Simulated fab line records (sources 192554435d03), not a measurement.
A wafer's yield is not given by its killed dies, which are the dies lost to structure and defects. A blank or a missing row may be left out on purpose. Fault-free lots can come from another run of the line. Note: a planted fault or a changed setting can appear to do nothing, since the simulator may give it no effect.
Which tool did it? -- flow n5-finfet -- 24 lots with 72 wafers sampled at 6 steps, on a route of 1938 steps

WHAT EACH GAUGE READ, for each wafer
Not one reading of a measure or inspect step in the record can be checked against a usual standard deviation.

WHAT TOOL EACH LOT RAN ON (gives the tool, then ch and the chambers of the sampled wafers, and finally the start)
lot,N5_BEOL_M2_ANNEAL_49,N5_BEOL_M2_SPUTTER_79,N5_BEOL_M2_ANNEAL_80,N5_BEOL_M2_SPUTTER_88,N5_BEOL_M2_ANNEAL_89,N5_BEOL_M2_DEP_57
L075,"pvd-sputter-01, day 7 23:01","pvd-sputter-01, day 7 23:09","pvd-sputter-01, day 7 23:14","pvd-sputter-01, day 7 23:49","pvd-sputter-01, day 7 23:53","pecvd-04 ch 0,1,2, day 8 01:40"
L074,"pvd-sputter-01, day 8 03:03","pvd-sputter-01, day 8 03:11","pvd-sputter-01, day 8 03:16","pvd-sputter-01, day 8 03:51","pvd-sputter-01, day 8 03:56","pecvd-03 ch 0,1, day 8 05:43"
L076,"pvd-sputter-03, day 8 03:16","pvd-sputter-03, day 8 03:24","pvd-sputter-03, day 8 03:29","pvd-sputter-03, day 8 04:04","pvd-sputter-03, day 8 04:08","pecvd-04 ch 0,1,2, day 8 06:03"
L077,"pvd-sputter-01, day 8 05:11","pvd-sputter-01, day 8 05:20","pvd-sputter-01, day 8 05:25","pvd-sputter-01, day 8 05:59","pvd-sputter-01, day 8 06:04","pecvd-04 ch 0,1,2, day 8 07:57"
L078,"pvd-sputter-03, day 8 06:06","pvd-sputter-03, day 8 06:14","pvd-sputter-03, day 8 06:19","pvd-sputter-03, day 8 06:54","pvd-sputter-03, day 8 06:59","pecvd-03 ch 1,2, day 8 08:46"
L079,"pvd-sputter-01, day 8 11:02","pvd-sputter-01, day 8 11:10","pvd-sputter-01, day 8 11:15","pvd-sputter-01, day 8 11:50","pvd-sputter-01, day 8 11:55","pecvd-03 ch 0,1, day 8 13:43"
L080,"pvd-sputter-01, day 8 13:56","pvd-sputter-01, day 8 14:04","pvd-sputter-01, day 8 14:09","pvd-sputter-01, day 8 14:44","pvd-sputter-01, day 8 14:49","pecvd-01 ch 1,2, day 8 16:37"
L081,"pvd-sputter-03, day 8 18:53","pvd-sputter-03, day 8 19:01","pvd-sputter-03, day 8 19:06","pvd-sputter-03, day 8 19:41","pvd-sputter-03, day 8 19:46","pecvd-01 ch 1,2, day 8 21:32"
L082,"pvd-sputter-01, day 8 19:19","pvd-sputter-01, day 8 19:27","pvd-sputter-01, day 8 19:32","pvd-sputter-01, day 8 20:07","pvd-sputter-01, day 8 20:11","pecvd-03 ch 0,1, day 8 21:58"
L083,"pvd-sputter-02, day 9 04:31","pvd-sputter-02, day 9 04:39","pvd-sputter-02, day 9 04:44","pvd-sputter-02, day 9 05:19","pvd-sputter-02, day 9 05:23","pecvd-03 ch 0,1,2, day 9 07:16"
L084,"pvd-sputter-01, day 9 18:16","pvd-sputter-01, day 9 18:25","pvd-sputter-01, day 9 18:29","pvd-sputter-01, day 9 19:04","pvd-sputter-01, day 9 19:09","pecvd-03 ch 0,2, day 9 21:03"
L085,"pvd-sputter-02, day 9 22:58","pvd-sputter-02, day 9 23:06","pvd-sputter-02, day 9 23:11","pvd-sputter-02, day 9 23:46","pvd-sputter-02, day 9 23:50","pecvd-03 ch 1,2, day 10 01:37"
L086,"pvd-sputter-01, day 10 07:29","pvd-sputter-01, day 10 07:38","pvd-sputter-01, day 10 07:43","pvd-sputter-01, day 10 08:17","pvd-sputter-01, day 10 08:22","pecvd-04 ch 1, day 10 10:22"
L087,"pvd-sputter-03, day 10 21:14","pvd-sputter-03, day 10 21:23","pvd-sputter-03, day 10 21:28","pvd-sputter-03, day 10 22:02","pvd-sputter-03, day 10 22:07","pecvd-01 ch 0,1, day 10 23:54"
L088,"pvd-sputter-02, day 12 07:19","pvd-sputter-02, day 12 07:27","pvd-sputter-02, day 12 07:32","pvd-sputter-02, day 12 08:07","pvd-sputter-02, day 12 08:11","pecvd-03 ch 1,2, day 12 09:58"
L089,"pvd-sputter-01, day 12 07:32","pvd-sputter-01, day 12 07:40","pvd-sputter-01, day 12 07:45","pvd-sputter-01, day 12 08:20","pvd-sputter-01, day 12 08:25","pecvd-01 ch 0,1,2, day 12 10:11"
L090,"pvd-sputter-01, day 12 20:44","pvd-sputter-01, day 12 20:53","pvd-sputter-01, day 12 20:58","pvd-sputter-01, day 12 21:32","pvd-sputter-01, day 12 21:37","pecvd-01 ch 0,2, day 12 23:24"
L092,"pvd-sputter-02, day 12 20:53","pvd-sputter-02, day 12 21:01","pvd-sputter-02, day 12 21:06","pvd-sputter-02, day 12 21:41","pvd-sputter-02, day 12 21:46","pecvd-04 ch 0,2, day 12 23:32"
L093,"pvd-sputter-02, day 12 23:41","pvd-sputter-02, day 12 23:50","pvd-sputter-02, day 12 23:55","pvd-sputter-02, day 13 00:29","pvd-sputter-02, day 13 00:34","pecvd-01 ch 0,2, day 13 02:30"
L094,"pvd-sputter-03, day 13 01:28","pvd-sputter-03, day 13 01:37","pvd-sputter-03, day 13 01:41","pvd-sputter-03, day 13 02:16","pvd-sputter-03, day 13 02:21","pecvd-01 ch 0,2, day 13 04:08"
L095,"pvd-sputter-02, day 13 05:59","pvd-sputter-02, day 13 06:08","pvd-sputter-02, day 13 06:13","pvd-sputter-02, day 13 06:47","pvd-sputter-02, day 13 06:52","pecvd-03 ch 0,2, day 13 08:40"
L091,"pvd-sputter-01, day 13 06:44","pvd-sputter-01, day 13 06:53","pvd-sputter-01, day 13 06:58","pvd-sputter-01, day 13 07:32","pvd-sputter-01, day 13 07:37","pecvd-01 ch 1,2, day 13 09:24"
L097,"pvd-sputter-01, day 13 13:16","pvd-sputter-01, day 13 13:24","pvd-sputter-01, day 13 13:29","pvd-sputter-01, day 13 14:04","pvd-sputter-01, day 13 14:08","pecvd-03 ch 0,1,2, day 13 16:03"
L096,"pvd-sputter-02, day 13 17:59","pvd-sputter-02, day 13 18:07","pvd-sputter-02, day 13 18:12","pvd-sputter-02, day 13 18:47","pvd-sputter-02, day 13 18:52","pecvd-04 ch 0,1, day 13 20:57"
- N5_BEOL_M2_ANNEAL_49: time 240 s.
- N5_BEOL_M2_SPUTTER_79: material Cu, target thk 4.5 nm, time 8.29 s.
- N5_BEOL_M2_ANNEAL_80: time 240 s.
- N5_BEOL_M2_SPUTTER_88: material Cu, target thk 4.5 nm, time 8.29 s.
- N5_BEOL_M2_ANNEAL_89: time 240 s.
- N5_BEOL_M2_DEP_57: deposits SiCN from 3MS/NH3, target thk 8 nm, time 14 s.

WHAT THE TOOLS THEMSELVES READ (means of the sampled wafers that have a number; where no wafer has one, the mark that the record gives instead)
N5_BEOL_M2_ANNEAL_49. Usual: heater-power-w at 783 W, with a standard deviation of 86.
lot,tool,heater-power-w (W),flag
L075,pvd-sputter-01,761,
L074,pvd-sputter-01,787,
L076,pvd-sputter-03,808,
L077,pvd-sputter-01,753,
L078,pvd-sputter-03,902,
L079,pvd-sputter-01,766,
L080,pvd-sputter-01,747,
L081,pvd-sputter-03,800,
L082,pvd-sputter-01,787,
L083,pvd-sputter-02,792,
L084,pvd-sputter-01,780,
L085,pvd-sputter-02,828,
L086,pvd-sputter-01,740,
L087,pvd-sputter-03,799,
L088,pvd-sputter-02,782,
L089,pvd-sputter-01,756,
L090,pvd-sputter-01,789,
L092,pvd-sputter-02,808,
L093,pvd-sputter-02,749,
L094,pvd-sputter-03,722,
L095,pvd-sputter-02,843,
L091,pvd-sputter-01,788,
L097,pvd-sputter-01,799,
L096,pvd-sputter-02,796,

N5_BEOL_M2_SPUTTER_79. Usual: chamber-pressure-pa 0.07 Pa, standard deviation 0.00013; throttle-valve-pct 30.1 %, standard deviation 1.5.
lot,tool,chamber-pressure-pa (Pa),throttle-valve-pct (%),flag
L075,pvd-sputter-01,0.07,29.3,
L074,pvd-sputter-01,0.07,29.3,
L076,pvd-sputter-03,0.07,30.9,
L077,pvd-sputter-01,0.07,28.7,
L078,pvd-sputter-03,0.07,31.8,
L079,pvd-sputter-01,0.07,29.4,
L080,pvd-sputter-01,0.07,29.0,
L081,pvd-sputter-03,0.07,30.5,
L082,pvd-sputter-01,0.07,29.8,
L083,pvd-sputter-02,0.07,30.4,
L084,pvd-sputter-01,0.07,30.1,
L085,pvd-sputter-02,0.07,30.2,
L086,pvd-sputter-01,0.07,29.4,
L087,pvd-sputter-03,0.07,31.1,
L088,pvd-sputter-02,0.07,30.3,
L089,pvd-sputter-01,0.07,29.5,
L090,pvd-sputter-01,0.07,30.7,
L092,pvd-sputter-02,0.07,29.3,
L093,pvd-sputter-02,0.07,30.2,
L094,pvd-sputter-03,0.07,29.7,
L095,pvd-sputter-02,0.07,29.3,
L091,pvd-sputter-01,0.07,30.1,
L097,pvd-sputter-01,0.07,30.3,
L096,pvd-sputter-02,0.07,29.1,

N5_BEOL_M2_ANNEAL_80. Usual: heater-power-w at 784 W, with a standard deviation of 86.
lot,tool,heater-power-w (W),flag
L075,pvd-sputter-01,767,
L074,pvd-sputter-01,777,
L076,pvd-sputter-03,802,
L077,pvd-sputter-01,770,
L078,pvd-sputter-03,891,
L079,pvd-sputter-01,750,
L080,pvd-sputter-01,750,
L081,pvd-sputter-03,802,
L082,pvd-sputter-01,792,
L083,pvd-sputter-02,806,
L084,pvd-sputter-01,766,
L085,pvd-sputter-02,822,
L086,pvd-sputter-01,730,
L087,pvd-sputter-03,802,
L088,pvd-sputter-02,795,
L089,pvd-sputter-01,758,
L090,pvd-sputter-01,790,
L092,pvd-sputter-02,804,
L093,pvd-sputter-02,754,
L094,pvd-sputter-03,731,
L095,pvd-sputter-02,818,
L091,pvd-sputter-01,788,
L097,pvd-sputter-01,813,
L096,pvd-sputter-02,808,

N5_BEOL_M2_SPUTTER_88. Usual: chamber-pressure-pa 0.07 Pa, standard deviation 0.00012; throttle-valve-pct 30.1 %, standard deviation 1.5.
lot,tool,chamber-pressure-pa (Pa),throttle-valve-pct (%),flag
L075,pvd-sputter-01,0.07,29.2,
L074,pvd-sputter-01,0.07,29.3,
L076,pvd-sputter-03,0.07,31.0,
L077,pvd-sputter-01,0.07,28.8,
L078,pvd-sputter-03,0.07,31.9,
L079,pvd-sputter-01,0.07,29.3,
L080,pvd-sputter-01,0.07,29.3,
L081,pvd-sputter-03,0.07,30.3,
L082,pvd-sputter-01,0.07,29.8,
L083,pvd-sputter-02,0.07,30.5,
L084,pvd-sputter-01,0.07,30.0,
L085,pvd-sputter-02,0.07,30.3,
L086,pvd-sputter-01,0.07,29.4,
L087,pvd-sputter-03,0.07,31.0,
L088,pvd-sputter-02,0.07,30.4,
L089,pvd-sputter-01,0.07,29.6,
L090,pvd-sputter-01,0.07,30.6,
L092,pvd-sputter-02,0.07,29.3,
L093,pvd-sputter-02,0.07,30.6,
L094,pvd-sputter-03,0.07,29.6,
L095,pvd-sputter-02,0.07,29.1,
L091,pvd-sputter-01,0.07,30.1,
L097,pvd-sputter-01,0.07,30.2,
L096,pvd-sputter-02,0.07,29.3,

N5_BEOL_M2_ANNEAL_89. Usual: heater-power-w at 783 W, with a standard deviation of 87.
lot,tool,heater-power-w (W),flag
L075,pvd-sputter-01,769,
L074,pvd-sputter-01,769,
L076,pvd-sputter-03,820,
L077,pvd-sputter-01,744,
L078,pvd-sputter-03,880,
L079,pvd-sputter-01,765,
L080,pvd-sputter-01,755,
L081,pvd-sputter-03,796,
L082,pvd-sputter-01,795,
L083,pvd-sputter-02,777,
L084,pvd-sputter-01,779,
L085,pvd-sputter-02,824,
L086,pvd-sputter-01,745,
L087,pvd-sputter-03,810,
L088,pvd-sputter-02,789,
L089,pvd-sputter-01,757,
L090,pvd-sputter-01,785,
L092,pvd-sputter-02,812,
L093,pvd-sputter-02,761,
L094,pvd-sputter-03,717,
L095,pvd-sputter-02,826,
L091,pvd-sputter-01,778,
L097,pvd-sputter-01,802,
L096,pvd-sputter-02,805,

N5_BEOL_M2_DEP_57. Usual: chamber-pressure-Torr 3.002 Torr, standard deviation 0.0068; showerhead-plenum-p-Torr 3.667 Torr, standard deviation 0.011; throttle-valve-pct 9.0 %, standard deviation 0.6.
lot,tool,chamber-pressure-Torr (Torr),showerhead-plenum-p-Torr (Torr),throttle-valve-pct (%),flag
L075,pecvd-04,3.003,3.682,9.3,
L074,pecvd-03,3.004,3.667,9.1,
L076,pecvd-04,3.000,3.677,9.0,
L077,pecvd-04,3.005,3.676,9.1,
L078,pecvd-03,2.997,3.665,8.6,
L079,pecvd-03,3.004,3.666,9.8,
L080,pecvd-01,3.006,3.664,8.4,
L081,pecvd-01,3.001,3.668,8.9,
L082,pecvd-03,3.003,3.667,9.9,
L083,pecvd-03,3.002,3.668,9.1,
L084,pecvd-03,3.003,3.660,9.0,
L085,pecvd-03,2.998,3.667,8.9,
L086,pecvd-04,3.002,3.691,8.2,
L087,pecvd-01,2.999,3.658,9.2,
L088,pecvd-03,2.992,3.665,8.8,
L089,pecvd-01,3.004,3.660,8.8,
L090,pecvd-01,3.004,3.666,8.4,
L092,pecvd-04,2.995,3.671,8.9,
L093,pecvd-01,3.004,3.655,8.6,
L094,pecvd-01,3.011,3.658,8.4,
L095,pecvd-03,3.000,3.665,9.1,
L091,pecvd-01,3.001,3.667,9.0,
L097,pecvd-03,3.000,3.669,9.3,
L096,pecvd-04,2.994,3.677,9.2,

THE ANSWER, worked out from the rows above alone
Rule: take the mean of a lot's wafers that have a number; if it is more than 3 standard deviations from the usual mean, the lot is off. A lot without any number at a reading at which 4 lots or more have one is off too. Where the step has rows for the other lots, those lots are counted as sound. First the gauges in route order, then the tools' own readings, where a lot's mean is used as printed above. At the first step where some lot is off, the reading lying furthest off is the one used; lots without a number count as furthest.
None of the lots is off at any reading shown; this tells nothing.

WHAT THE SIMULATOR PUT IN
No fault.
